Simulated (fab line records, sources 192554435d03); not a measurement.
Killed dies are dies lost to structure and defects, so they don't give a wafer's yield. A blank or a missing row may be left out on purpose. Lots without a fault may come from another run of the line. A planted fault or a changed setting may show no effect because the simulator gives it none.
Split-lot experiment | flow n5_finfet | 7 lots, 21 wafers read, on a route of 1938 steps

THE SPLIT
At N5_BEOL_M1_ETCH_64 (etches SOC in N2/H2, target depth 75 nm, overetch 15 nm, time 112.5 s), the setting bias_w was moved away from the recipe's 150 W on 5 of the 21 wafers read, by -9.7% to +18.0%. The other wafers ran this setting at the recipe's value.

The reading is taken at the split's own step.

THE READING
rf_vpp_V, in V, at N5_BEOL_M1_ETCH_64 (etches SOC in N2/H2, target depth 75 nm, overetch 15 nm, time 112.5 s). Fault-free wafers of this fab line usually give 524.3 V, standard deviation 2.6 V.

wafer  | tool, chamber at the split | bias_w as run, W | against the recipe | rf_vpp_V, V | against lot-mates on the recipe
L075.1 | rie_diel-01, 1             | 150              | recipe             | 526.4       | -
L075.2 | rie_diel-01, 0             | 150              | recipe             | 527.0       | -
L075.3 | rie_diel-01, 3             | 150              | recipe             | 525.2       | -
L076.4 | rie_diel-06, 0             | 150              | recipe             | 520.7       | -
L076.5 | rie_diel-06, 1             | 150              | recipe             | 525.2       | -
L076.6 | rie_diel-06, 2             | 135.5            | -9.7%              | 491.4       | -31.6
L077.1 | rie_diel-06, 3             | 150              | recipe             | 524.7       | -
L077.3 | rie_diel-06, 0             | 150              | recipe             | 522.2       | -
L077.6 | rie_diel-06, 2             | 150              | recipe             | 522.4       | -
L080.1 | rie_diel-05, 2             | 150              | recipe             | 526.5       | -
L080.2 | rie_diel-05, 3             | 150              | recipe             | 528.4       | -
L080.5 | rie_diel-05, 3             | 150              | recipe             | 527.2       | -
L082.3 | rie_diel-06, 2             | 169.1            | +12.7%             | 564.2       | +39.0
L082.4 | rie_diel-06, 1             | 150              | recipe             | 525.2       | -
L082.6 | rie_diel-06, 3             | 169.1            | +12.7%             | 564.4       | +39.2
L087.1 | rie_diel-06, 3             | 150              | recipe             | 525.4       | -
L087.4 | rie_diel-06, 3             | 175.2            | +16.8%             | 579.0       | +54.0
L087.5 | rie_diel-06, 3             | 150              | recipe             | 524.5       | -
L095.1 | rie_diel-05, 1             | 177              | +18.0%             | 577.4       | +54.6
L095.3 | rie_diel-05, 3             | 150              | recipe             | 525.9       | -
L095.6 | rie_diel-05, 0             | 150              | recipe             | 519.8       | -

THE FIT
A straight line over all 21 wafers: rf_vpp_V changes by +3.13 V for each +1% of bias_w; r = +0.99; the points scatter about the line by 2.4 V.
The same after taking each lot's own level away (the mean of its wafers on the recipe; 21 wafers): +3.12 V for each +1%; r = +1.00; scatter 1.5 V.
On that fit, the largest move of bias_w shifts the reading by 56 V.
The lots' own levels span 522.85 to 527.37 V, that is 1.7 times the standard deviation above.
So the lot-to-lot level changes the slope little: the two slopes agree.
Check: with one of the wafers moved furthest among these (+18.0%) left out of the fit, the line predicts +56.8 V for it against its lot-mates. It came out at +54.6 V against them.
Tool readings at the split's step, against how far the setting was moved: rf_vpp_V r = +0.99.

THE WHOLE CHAIN: every reading that the file lists as answering this split, in the file's order
step               | what it does                                                          | reading                                                                          | change (the file's fit)              | r (the file's)
N5_BEOL_M1_ETCH_64 | etches SOC in N2/H2, target depth 75 nm, overetch 15 nm, time 112.5 s | rf_vpp_V                                                                         | +3.12 V for each +1% of the setting  | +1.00
N5_BEOL_M1_ETCH_64 | etches SOC in N2/H2, target depth 75 nm, overetch 15 nm, time 112.5 s | SiARC_of_BEOL_M1_COAT_62.thk_nm (the simulator's own value, which no gauge read) | -0.06 nm for each +1% of the setting | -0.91

THE FILE'S OWN FIT
rf_vpp_V changes by +3.12 V for each +1% of bias_w, r = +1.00.
